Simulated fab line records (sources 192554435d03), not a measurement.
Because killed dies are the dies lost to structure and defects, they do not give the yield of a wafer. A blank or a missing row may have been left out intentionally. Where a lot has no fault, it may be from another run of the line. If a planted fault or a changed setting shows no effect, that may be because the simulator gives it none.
A struck lot beside a sound one :: flow n5-finfet :: 39 out of 1938 route steps
Sound: the wafers L838.1, L838.2, L838.5. Struck: wafers L823.2, L823.3. At the end, the cause is stated.
Per side, at each step with rows, come the tool, then ch with its chambers, and then its first start. Under that, the readings that differ: sound wafers :: struck wafers :: difference of the means :: sigmas: that difference in standard deviations of wafers without a fault.
alike: words and numbers the same on both sides, and readings whose means are apart by under 2 such deviations; not compared: readings that were withheld, readings missing a value for some wafer, numbers with overlapping values and no deviation given by the record, and bounds like >300 which may hide the same value.
The two part at a step that has a row with sigmas, a row that says differs or no value, or rows on one side only. When numbers do not overlap yet have no deviation, they are printed without sigmas and do not part them. Lack of a reading on every wafer of one side parts them only where that side has two or more wafers.

first, 12 steps without rows for these wafers: N5_BEOL_M2_ANNEAL_87 (time 240 s); N5_BEOL_M2_SPUTTER_88 (material Cu, target thk 4.5 nm, time 8.29 s); N5_BEOL_M2_ANNEAL_89 (time 240 s); N5_BEOL_M2_SPUTTER_90 (material Cu, target thk 4.5 nm, time 8.29 s); N5_BEOL_M2_ANNEAL_91 (time 240 s); N5_BEOL_M2_SPUTTER_92 (material Cu, target thk 4.5 nm, time 8.29 s); N5_BEOL_M2_ANNEAL_93 (time 240 s); N5_BEOL_M2_SPUTTER_94 (material Cu, target thk 4.5 nm, time 8.29 s); N5_BEOL_M2_ANNEAL_95 (time 240 s); N5_BEOL_M2_SPUTTER_96 (material Cu, target thk 4.5 nm, time 8.29 s); N5_BEOL_M2_ECD_50 (material Cu, target thk 300 nm); N5_BEOL_M2_ANNEAL_51 (time 90 s).
N5_BEOL_M2_CMP_52: polishes, stops on SiOC, t overpolish 6.8 s, target thk 40 nm.
  sound on cmp-01 ch 0,3, day 12 22:04; struck on cmp-03 ch 1,2, day 8 21:39
reading: barrier-field-endpoint-s (s)
sound: 25.2 24.9 24.5
struck: 41.1 41.1
difference: +16.2
sigmas: +28

reading: overpolish-run-s (s)
sound: 6.814 6.804 6.798
struck: 0.041 0.043
difference: -6.763
sigmas: -99 or more

reading: slurry-filter-dp-kPa (kPa)
sound: 13.70 13.61 13.60
struck: 13.32 13.37
difference: -0.29
sigmas: -2

reading: time-to-endpoint-s (s)
sound: 64.3 59.8 59.5
struck: 81.8 82.0
difference: +20.7
sigmas: +8

reading: model.SiOC_of_BEOL_M2_ILD_DEP_00.thk-nm (nm)
sound: 76 75.2 76.4
struck: 77.6 77
difference: +1.4
sigmas: 
  alike: motor-current-A
N5_BEOL_M2_THK_MEAS_53: measures by xrf.
  sound on film-metro-01, day 12 22:22; struck on film-metro-01, day 8 21:52
reading: M2_THK (nm)
sound: 40.8 40.1 41.3
struck: 158.9 152.9
difference: +115.2
sigmas: +96
then, 4 steps without rows for these wafers: N5_BEOL_M2_PRE_CLEAN_60 (time 15 s); N5_BEOL_M2_CO_CAP_55 (material Co, precursor CCTBA/H2, target thk 2 nm, time 102.1 s); N5_BEOL_M2_PRE_CLEAN_56 (time 15 s); N5_BEOL_M2_DEP_57 (deposits SiCN from 3MS/NH3, target thk 8 nm, time 14 s).
N5_BEOL_M2_INSPECT_59: inspects for defects (darkfield).
  sound on defect-inspect-01, day 12 22:39; struck on defect-inspect-02, day 8 22:10
reading: raw-defect-count
sound: 63 37 37
struck: 5868 5760
difference: +5768
sigmas: +99 or more
then, 18 steps without rows for these wafers: N5_BEOL_M3_ILD_DEP_00 (deposits SiOC from DEMS/O2, target thk 79 nm, time 15.3 s); N5_BEOL_M3_PECVD_72 (deposits SiO2 from TEOS/O2, target thk 16 nm, time 18 s); N5_BEOL_M3_HM_DEP_02 (deposits TiN, target thk 20 nm); N5_BEOL_M3_COAT_61 (time 60 s, resist thk 60 nm); N5_BEOL_M3_COAT_62 (time 60 s, resist thk 12 nm); N5_BEOL_M3_COAT_73 (time 60 s, resist thk 5 nm); N5_BEOL_M3_COAT_05 (resist thk 30 nm); N5_BEOL_M3_EBR_07; N5_BEOL_M3_SOFTBAKE_06 (time 60 s); N5_BEOL_M3_EXPOSE_08 (exposes mask M3); N5_BEOL_M3_PEB_09 (peb time 60 s); N5_BEOL_M3_DEVELOP_10 (develop time 30 s); N5_BEOL_M3_DESCUM_16 (chemistry O2, time 7 s); N5_BEOL_M3_ETCH_74 (etches underlayer in N2/H2, target depth 6.5 nm, time 5.2 s); N5_BEOL_M3_ETCH_63 (etches SiARC in CF4, target depth 15.6 nm, time 26 s); N5_BEOL_M3_ETCH_64 (etches SOC in N2/H2, target depth 75 nm, overetch 15 nm, time 112.5 s); N5_BEOL_M3_STRIP_65 (strips in N2/H2); N5_BEOL_M3_STRIP_75 (strips in N2/H2).
N5_BEOL_M4_RC_MEAS_101:
  the record has rows for the sound wafers here (prober-01 ch 0, day 14 01:10) and none for the struck ones
-- record jumps: 5 days separate the struck wafers' starts on either side; left off in module BEOL_M4, taken up again in module PASSIVATION, whose first shown step is the route's number 1936 --
N5_PASSIVATION_PROBE_49:
  sound on prober-02, day 18 08:02; struck on prober-02, day 13 19:26
reading: defect-limited-yield (%)
sound: 89.8 91.4 93.2
struck: 0 0
difference: -91
sigmas: -65

reading: killed_at_M0_to_M3
sound: 45 30 20
struck: 1117 1115
difference: +1084
sigmas: +99 or more

reading: killed-dies
sound: 120 102 80
struck: 1180 1180
difference: +1079
sigmas: +67

reading: killed-on-rim
sound: 14 12 14
struck: 152 152
difference: +139
sigmas: +39

reading: sort-n-pass
sound: 1060 1078 1100
struck: 0 0
difference: -1079
sigmas: -67

reading: sort-yield-pct (%)
sound: 89.8 91.4 93.2
struck: 0 0
difference: -91
sigmas: -65
  alike: killed_at_M4_up, killed-at-contacts, killed-at-front-end, killed-at-other, killed-open, killed-short, sort_bin_5_function, sort_bin_6_memory

## WHERE THEY PART
At N5_BEOL_M2_CMP_52 first; at N5_PASSIVATION_PROBE_49 last (within this record only).

WHY: what the simulator had put in
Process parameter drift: cmp-03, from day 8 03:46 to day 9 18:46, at N5_BEOL_M2_CMP_52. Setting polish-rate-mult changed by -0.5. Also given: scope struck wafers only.
